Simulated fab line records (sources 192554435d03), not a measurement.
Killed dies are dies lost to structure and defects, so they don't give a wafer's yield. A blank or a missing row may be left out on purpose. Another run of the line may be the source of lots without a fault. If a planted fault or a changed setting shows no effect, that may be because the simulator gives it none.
The tool behind it: which one?	flow n5_finfet	24 lots, 72 wafers sampled, at 5 steps of a route of 1938

## WHAT THE GAUGES SHOWED, per wafer
N5_BEOL_M10_CD_MEAS_11: target cd 64.1 nm. Usual: cd_nm reads 63.7 nm (standard deviation 0.68).
lot	measured	on	cd_nm (nm)	flag
L074	day 10 05:16	cd_sem-01	63.9 64.3 64.3	
L075	day 10 20:38	cd_sem-02	63.4 62.9 62.8	
L076	day 11 20:55	cd_sem-01	63.7 63.2 63.3	
L077	day 12 02:28	cd_sem-03	63.8 64.5 63.9	
L079	day 12 02:31	cd_sem-02	64.4 63.3 64.3	
L078	day 12 13:26	cd_sem-01	63.9 63.3 64.4	
L081	day 13 02:05	cd_sem-03	64.2 63.2 63.8	
L082	day 13 02:23	cd_sem-03	62.6 62.8 62.4	
L080	day 13 09:44	cd_sem-01	63.8 63.4 63.5	
L084	day 13 09:58	cd_sem-02	62.9 62.7 62.4	
L087	day 13 13:10	cd_sem-02	64.0 64.3 63.8	
L083	day 13 16:56	cd_sem-03	64.3 64.5 64.9	
L085	day 13 17:06	cd_sem-02	63.4 64.1 64.4	
L086	day 14 12:11	cd_sem-01	64.1 63.7 63.7	
L088	day 14 18:04	cd_sem-01	65.0 64.6 64.2	
L091	day 15 00:46	cd_sem-01	64.8 64.1 64.0	
L089	day 15 01:40	cd_sem-03	63.7 64.7 64.2	
L092	day 16 00:46	cd_sem-03	63.8 64.1 64.2	
L094	day 16 05:19	cd_sem-03	62.5 63.0 64.0	
L093	day 16 10:48	cd_sem-03	64.1 63.7 63.7	
L090	day 16 11:23	cd_sem-02	62.2 62.6 62.7	
L095	day 16 11:32	cd_sem-01	63.4 64.4 63.8	
L096	day 16 21:26	cd_sem-01	63.4 62.9 62.6	
L097	day 17 05:37	cd_sem-01	64.1 64.1 63.6	

## EACH LOT AND THE TOOL THAT RAN IT (in order: tool; ch and the chambers of the sampled wafers; start)
lot	N5_BEOL_M9_SPUTTER_48	N5_BEOL_M9_CMP_52	N5_BEOL_M9_DEP_56	N5_BEOL_M10_HM_DEP_02
L074	pvd_sputter-01, day 10 02:52	cmp-02 ch 1,2, day 10 03:34	pecvd-03 ch 0,2, day 10 03:53	pvd_sputter-02, day 10 04:54
L075	pvd_sputter-02, day 10 17:13	cmp-04 ch 0,2,3, day 10 17:58	pecvd-04 ch 0,2, day 10 18:14	pvd_sputter-02, day 10 20:16
L076	pvd_sputter-03, day 11 15:34	cmp-03 ch 0,2,3, day 11 16:16	pecvd-02 ch 0,2, day 11 16:37	pvd_sputter-01, day 11 20:26
L077	pvd_sputter-02, day 11 21:28	cmp-03 ch 0,1,3, day 11 22:07	pecvd-04 ch 0,1, day 11 22:21	pvd_sputter-03, day 12 01:58
L079	pvd_sputter-02, day 11 21:35	cmp-04 ch 2,3, day 11 22:09	pecvd-02 ch 0,1,2, day 11 22:29	pvd_sputter-03, day 12 02:04
L078	pvd_sputter-03, day 12 09:47	cmp-03 ch 0,1,2, day 12 11:31	pecvd-04 ch 0,1,2, day 12 11:48	pvd_sputter-02, day 12 13:04
L081	pvd_sputter-02, day 12 20:25	cmp-04 ch 0,1, day 12 20:59	pecvd-03 ch 0,1,2, day 12 21:18	pvd_sputter-03, day 13 01:43
L082	pvd_sputter-02, day 12 20:40	cmp-04 ch 0,1,3, day 12 21:22	pecvd-03 ch 0,1, day 12 21:44	pvd_sputter-03, day 13 02:01
L080	pvd_sputter-02, day 13 04:11	cmp-02 ch 0,2, day 13 04:52	pecvd-04 ch 0,1,2, day 13 05:11	pvd_sputter-03, day 13 09:21
L084	pvd_sputter-02, day 13 04:16	cmp-03 ch 0,1,2, day 13 05:10	pecvd-03 ch 0,1,2, day 13 05:28	pvd_sputter-03, day 13 09:27
L087	pvd_sputter-02, day 13 10:31	cmp-03 ch 2,3, day 13 11:29	pecvd-02 ch 0,1,2, day 13 11:52	pvd_sputter-03, day 13 12:47
L083	pvd_sputter-03, day 13 11:41	cmp-04 ch 0,1,2, day 13 12:15	pecvd-03 ch 0,2, day 13 12:36	pvd_sputter-02, day 13 16:26
L085	pvd_sputter-03, day 13 13:14	cmp-04 ch 0,1,2, day 13 14:01	pecvd-04 ch 0,2, day 13 14:17	pvd_sputter-02, day 13 16:32
L086	pvd_sputter-03, day 14 09:23	cmp-02 ch 1,2,3, day 14 10:02	pecvd-04 ch 0,1, day 14 10:19	pvd_sputter-02, day 14 11:41
L088	pvd_sputter-02, day 14 13:15	cmp-03 ch 0,2,3, day 14 13:47	pecvd-03 ch 0,1,2, day 14 14:09	pvd_sputter-01, day 14 17:34
L091	pvd_sputter-03, day 14 21:14	cmp-02 ch 0,3, day 14 22:35	pecvd-03 ch 0,1,2, day 14 22:56	pvd_sputter-03, day 15 00:16
L089	pvd_sputter-03, day 14 21:19	cmp-02 ch 0,1, day 14 23:01	pecvd-03 ch 0,1,2, day 14 23:20	pvd_sputter-01, day 15 01:10
L092	pvd_sputter-03, day 15 22:16	cmp-04 ch 1,2,3, day 15 22:49	pecvd-04 ch 0,1,2, day 15 23:10	pvd_sputter-01, day 16 00:17
L094	pvd_sputter-01, day 16 02:18	cmp-04 ch 0,1,2, day 16 03:17	pecvd-04 ch 1,2, day 16 03:38	pvd_sputter-01, day 16 04:49
L093	pvd_sputter-01, day 16 07:43	cmp-04 ch 0,1,3, day 16 08:14	pecvd-04 ch 0,1,2, day 16 08:35	pvd_sputter-01, day 16 10:18
L090	pvd_sputter-03, day 16 08:43	cmp-04 ch 2,3, day 16 09:21	pecvd-03 ch 0,1, day 16 09:40	pvd_sputter-03, day 16 10:53
L095	pvd_sputter-03, day 16 09:22	cmp-04 ch 0,3, day 16 09:53	pecvd-04 ch 1,2, day 16 10:14	pvd_sputter-02, day 16 11:10
L096	pvd_sputter-02, day 16 17:49	cmp-04 ch 0,2,3, day 16 18:20	pecvd-04 ch 0,1, day 16 18:41	pvd_sputter-01, day 16 20:57
L097	pvd_sputter-03, day 17 01:45	cmp-03 ch 0,3, day 17 02:19	pecvd-03 ch 0,1, day 17 02:38	pvd_sputter-01, day 17 05:07
- N5_BEOL_M9_SPUTTER_48: material Cu, target thk 12 nm, time 2 s.
- N5_BEOL_M9_CMP_52: polishes, stops on SiCOH lowk, t overpolish 7 s, target thk 140 nm.
- N5_BEOL_M9_DEP_56: deposits SiCN from 3MS/NH3, target thk 15 nm, time 26.5 s.
- N5_BEOL_M10_HM_DEP_02: deposits TiN, target thk 20 nm.

## WHAT THE TOOLS THEMSELVES READ (means of the sampled wafers that have a number; where no wafer has one, the mark that the record gives instead)
N5_BEOL_M9_SPUTTER_48. Usual: substrate_temp_c -20.00 C, standard deviation 0.1; throttle_valve_pct 30.0 %, standard deviation 1.1.
lot	tool	substrate_temp_c (C)	throttle_valve_pct (%)	flag
L074	pvd_sputter-01	-20.07	30.8	
L075	pvd_sputter-02	-20.04	30.2	
L076	pvd_sputter-03	-19.88	30.6	
L077	pvd_sputter-02	-20.09	29.7	
L079	pvd_sputter-02	-20.03	30.5	
L078	pvd_sputter-03	-19.90	28.7	
L081	pvd_sputter-02	-20.08	29.9	
L082	pvd_sputter-02	-19.89	30.3	
L080	pvd_sputter-02	-19.93	29.7	
L084	pvd_sputter-02	-20.03	29.3	
L087	pvd_sputter-02	-20.05	30.4	
L083	pvd_sputter-03	-19.97	28.7	
L085	pvd_sputter-03	-19.92	29.6	
L086	pvd_sputter-03	-20.00	29.9	
L088	pvd_sputter-02	-20.06	30.2	
L091	pvd_sputter-03	-19.97	29.4	
L089	pvd_sputter-03	-19.99	30.7	
L092	pvd_sputter-03	-19.93	29.7	
L094	pvd_sputter-01	-20.00	31.1	
L093	pvd_sputter-01	-20.07	31.2	
L090	pvd_sputter-03	-19.96	29.4	
L095	pvd_sputter-03	-19.99	29.5	
L096	pvd_sputter-02	-20.10	30.2	
L097	pvd_sputter-03	-20.00	29.7	

N5_BEOL_M9_CMP_52. Usual: barrier_field_endpoint_s 28.6 s, standard deviation 0.6; motor_current_A 5.9 A, standard deviation 0.71; overpolish_run_s 7.000 s, standard deviation 0.0087; time_to_endpoint_s 64.8 s, standard deviation 2.9.
lot	tool	barrier_field_endpoint_s (s)	motor_current_A (A)	overpolish_run_s (s)	time_to_endpoint_s (s)	flag
L074	cmp-02	29.2	6.1	7.005	64.5	
L075	cmp-04	28.4	5.3	7.002	61.8	
L076	cmp-03	29.1	6.0	7.004	67.0	
L077	cmp-03	29.8	6.3	6.999	71.9	
L079	cmp-04	28.6	5.0	7.010	62.0	
L078	cmp-03	28.4	5.9	7.002	64.9	
L081	cmp-04	29.4	5.3	6.997	67.2	
L082	cmp-04	29.2	5.3	6.991	65.1	
L080	cmp-02	28.5	6.6	7.000	68.3	
L084	cmp-03	28.3	6.0	7.002	64.9	
L087	cmp-03	29.0	6.3	7.005	67.0	
L083	cmp-04	29.1	5.6	6.996	66.3	
L085	cmp-04	29.0	5.6	7.011	67.8	
L086	cmp-02	28.9	6.7	7.002	66.9	
L088	cmp-03	27.6	6.1	6.996	61.4	
L091	cmp-02	28.8	7.3	7.003	65.1	
L089	cmp-02	28.8	6.4	6.994	63.3	
L092	cmp-04	27.4	5.2	7.001	61.2	
L094	cmp-04	28.2	5.4	7.004	60.6	
L093	cmp-04	28.9	5.2	6.995	65.0	
L090	cmp-04	28.3	5.3	7.000	62.7	
L095	cmp-04	28.6	5.0	7.007	64.1	
L096	cmp-04	27.9	5.1	6.989	63.5	
L097	cmp-03	29.0	6.2	6.997	66.2	

N5_BEOL_M9_DEP_56. Usual: rf_fwd_power_W 200.2 W, standard deviation 0.75; showerhead_plenum_p_Torr 3.663 Torr, standard deviation 0.015; throttle_valve_pct 9.1 %, standard deviation 0.48.
lot	tool	rf_fwd_power_W (W)	showerhead_plenum_p_Torr (Torr)	throttle_valve_pct (%)	flag
L074	pecvd-03	200.3	3.676	8.6	
L075	pecvd-04	200.3	3.656	9.2	
L076	pecvd-02	200.7	3.678	8.9	
L077	pecvd-04	200.3	3.655	9.1	
L079	pecvd-02	200.5	3.673	9.0	
L078	pecvd-04	200.6	3.657	9.2	
L081	pecvd-03	200.3	3.679	9.1	
L082	pecvd-03	200.6	3.659	9.5	
L080	pecvd-04	200.5	3.661	9.1	
L084	pecvd-03	200.4	3.667	9.2	
L087	pecvd-02	200.1	3.677	9.0	
L083	pecvd-03	201.1	3.672	8.6	
L085	pecvd-04	200.3	3.658	9.2	
L086	pecvd-04	200.4	3.659	9.3	
L088	pecvd-03	200.7	3.671	9.2	
L091	pecvd-03	199.5	3.664	9.1	
L089	pecvd-03	199.8	3.664	9.2	
L092	pecvd-04	200.0	3.659	9.3	
L094	pecvd-04	199.2	3.658	9.1	
L093	pecvd-04	200.2	3.663	9.1	
L090	pecvd-03	200.0	3.671	9.7	
L095	pecvd-04	200.6	3.656	9.3	
L096	pecvd-04	199.6	3.659	9.3	
L097	pecvd-03	199.9	3.677	9.8	

N5_BEOL_M10_HM_DEP_02. Usual: substrate_temp_c 25.01 C, standard deviation 0.12; throttle_valve_pct 30.3 %, standard deviation 1.1.
lot	tool	substrate_temp_c (C)	throttle_valve_pct (%)	flag
L074	pvd_sputter-02	25.04	30.0	
L075	pvd_sputter-02	25.11	30.2	
L076	pvd_sputter-01	24.93	30.8	
L077	pvd_sputter-03	25.07	29.7	
L079	pvd_sputter-03	24.93	29.9	
L078	pvd_sputter-02	25.01	30.2	
L081	pvd_sputter-03	24.97	30.0	
L082	pvd_sputter-03	24.96	29.9	
L080	pvd_sputter-03	24.98	31.0	
L084	pvd_sputter-03	25.04	29.5	
L087	pvd_sputter-03	24.95	29.4	
L083	pvd_sputter-02	24.96	30.2	
L085	pvd_sputter-02	24.94	29.9	
L086	pvd_sputter-02	25.06	30.1	
L088	pvd_sputter-01	25.01	30.9	
L091	pvd_sputter-03	24.99	30.6	
L089	pvd_sputter-01	24.87	31.1	
L092	pvd_sputter-01	25.10	30.9	
L094	pvd_sputter-01	25.09	31.3	
L093	pvd_sputter-01	24.97	31.4	
L090	pvd_sputter-03	25.05	29.3	
L095	pvd_sputter-02	25.14	29.7	
L096	pvd_sputter-01	24.95	31.3	
L097	pvd_sputter-01	25.05	30.7	

## THE ANSWER, worked out from the rows above alone
Rule: take the mean of a lot's wafers that have a number; if it is more than 3 standard deviations from the usual mean, the lot is off. A lot without any number at a reading at which 4 lots or more have one is off too. Where the step has rows for the other lots, those lots are counted as sound. Order of review: gauges by route order, followed by the tools' own readings, for which a lot's mean as printed above is used. At the first step where some lot is off, the reading lying furthest off is the one used; lots without a number count as furthest.
Nothing can be told from this: no lot is off at any reading shown.

## WHAT WAS PUT IN BY THE SIMULATOR
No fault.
